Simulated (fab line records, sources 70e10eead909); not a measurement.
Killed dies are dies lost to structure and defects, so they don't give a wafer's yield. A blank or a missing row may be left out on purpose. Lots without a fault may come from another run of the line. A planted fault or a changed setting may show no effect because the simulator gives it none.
Chamber matching | flow nand_harc | NHARC_P_M2_ETCH_15 on rie_diel-08: 4 sister chambers
The step etches the open film in C4F8/Ar, target depth 182.5 nm, time 91.2 s. 8 wafers are shown with their chamber, then 8 later ones without.

WAFERS WITH THEIR CHAMBER
wafer  | chamber | rf_vpp_V (V) | run_length_s (s)
L549.2 | 0       | 437.8        | 111.9
L550.3 | 2       | 442.1        | 112.7
L553.1 | 2       | 442.2        | 112.9
L563.6 | 1       | 439.8        | 112.7
L564.1 | 0       | 439.3        | 111.9
L564.4 | 3       | 445.4        | 112.5
L564.5 | 1       | 437.6        | 112.5
L567.1 | 3       | 445.2        | 112.3

WAFERS WITHOUT THEIR CHAMBER
wafer  | rf_vpp_V (V) | run_length_s (s)
L567.5 | 444.1        | 112.9
L567.6 | 441.0        | 112.9
L568.1 | 442.0        | 112.6
L568.4 | 445.1        | 113.2
L568.6 | 441.4        | 112.7
L570.2 | 438.7        | 112.5
L570.4 | 445.6        | 112.7
L570.6 | 439.3        | 113.2

WHICH CHAMBER EACH WENT THROUGH
wafer  | from the rows above     | in truth
L567.5 | 2                       | 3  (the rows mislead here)
L567.6 | can't be placed: 2 or 1 | 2
L568.1 | can't be placed: 2 or 1 | 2
L568.4 | 2                       | 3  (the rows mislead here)
L568.6 | can't be placed: 2 or 1 | 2
L570.2 | 1                       | 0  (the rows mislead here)
L570.4 | can't be placed: 3 or 2 | 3
L570.6 | can't be placed: 2 or 1 | 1
Placed correctly: 0 of 8. Can't be placed from these rows: 5 (the true chamber is among the candidates in 5). Placed wrongly: 3.
How it was worked out, from the rows above alone: a wafer's distance from a chamber is the root of the sum, over the readings, of the square of ((its reading less the chamber's mean) divided by the reading's scatter). The wafer belongs to the nearest chamber; if the next one is less than 2 further off, it can't be placed. A chamber's mean is the mean of its shown wafers. The scatter: the root of (the sum of the squares of (reading less its chamber's mean) over the shown wafers, divided by (wafers less chambers)).
